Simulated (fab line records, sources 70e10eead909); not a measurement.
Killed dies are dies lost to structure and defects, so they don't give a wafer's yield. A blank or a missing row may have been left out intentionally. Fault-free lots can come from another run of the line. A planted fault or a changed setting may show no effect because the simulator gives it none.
Matching of chambers :: flow nand harc :: NHARC_A_STAIRCASE_DEP_471 on pecvd-01 has 3 sister chambers
The step deposits SiO2, target thk 100 nm. 3 wafers are shown with their chamber, then 12 later ones without.

## EACH WAFER AND ITS CHAMBER
wafer: L088.1
chamber: 2
showerhead vpp V (V): 2058

wafer: L088.4
chamber: 1
showerhead vpp V (V): 2023

wafer: L088.5
chamber: 0
showerhead vpp V (V): 1682

## WAFERS MISSING THEIR CHAMBER
wafer: L090.1
showerhead vpp V (V): 2022

wafer: L090.5
showerhead vpp V (V): 1689

wafer: L090.6
showerhead vpp V (V): 1996

wafer: L092.1
showerhead vpp V (V): 2019

wafer: L092.3
showerhead vpp V (V): 1654

wafer: L092.6
showerhead vpp V (V): 2046

wafer: L094.4
showerhead vpp V (V): 2046

wafer: L094.5
showerhead vpp V (V): 1685

wafer: L094.6
showerhead vpp V (V): 2036

wafer: L096.1
showerhead vpp V (V): 1674

wafer: L096.2
showerhead vpp V (V): 1999

wafer: L096.3
showerhead vpp V (V): 2062

## CHAMBER TAKEN BY EACH
wafer: L090.1
from the rows above: 1
in truth: 1

wafer: L090.5
from the rows above: 0
in truth: 0

wafer: L090.6
from the rows above: 1
in truth: 1

wafer: L092.1
from the rows above: 1
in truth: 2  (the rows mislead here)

wafer: L092.3
from the rows above: 0
in truth: 0

wafer: L092.6
from the rows above: can't be placed: 2 or 1
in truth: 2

wafer: L094.4
from the rows above: can't be placed: 2 or 1
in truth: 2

wafer: L094.5
from the rows above: 0
in truth: 0

wafer: L094.6
from the rows above: can't be placed: 1 or 2
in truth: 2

wafer: L096.1
from the rows above: 0
in truth: 0

wafer: L096.2
from the rows above: 1
in truth: 1

wafer: L096.3
from the rows above: 2
in truth: 2
Correct placement for 8 of the 12. Unplaceable from these rows: 3, with the true chamber sitting among the candidates in 3. Placed wrongly: 1.
How it was worked out, from the rows above alone: a wafer's distance from a chamber is the root of the sum, over the readings, of the square of ((its reading less the chamber's mean) divided by the reading's scatter). If the next closest chamber is less than 2 further off than the closest, the wafer can't be placed; otherwise it belongs to the closest. For every chamber, the mean is computed from those of its wafers that are shown. The scatter: root of mean squared gap, hidden wafer to nearest shown wafer, with one shown wafer a chamber.
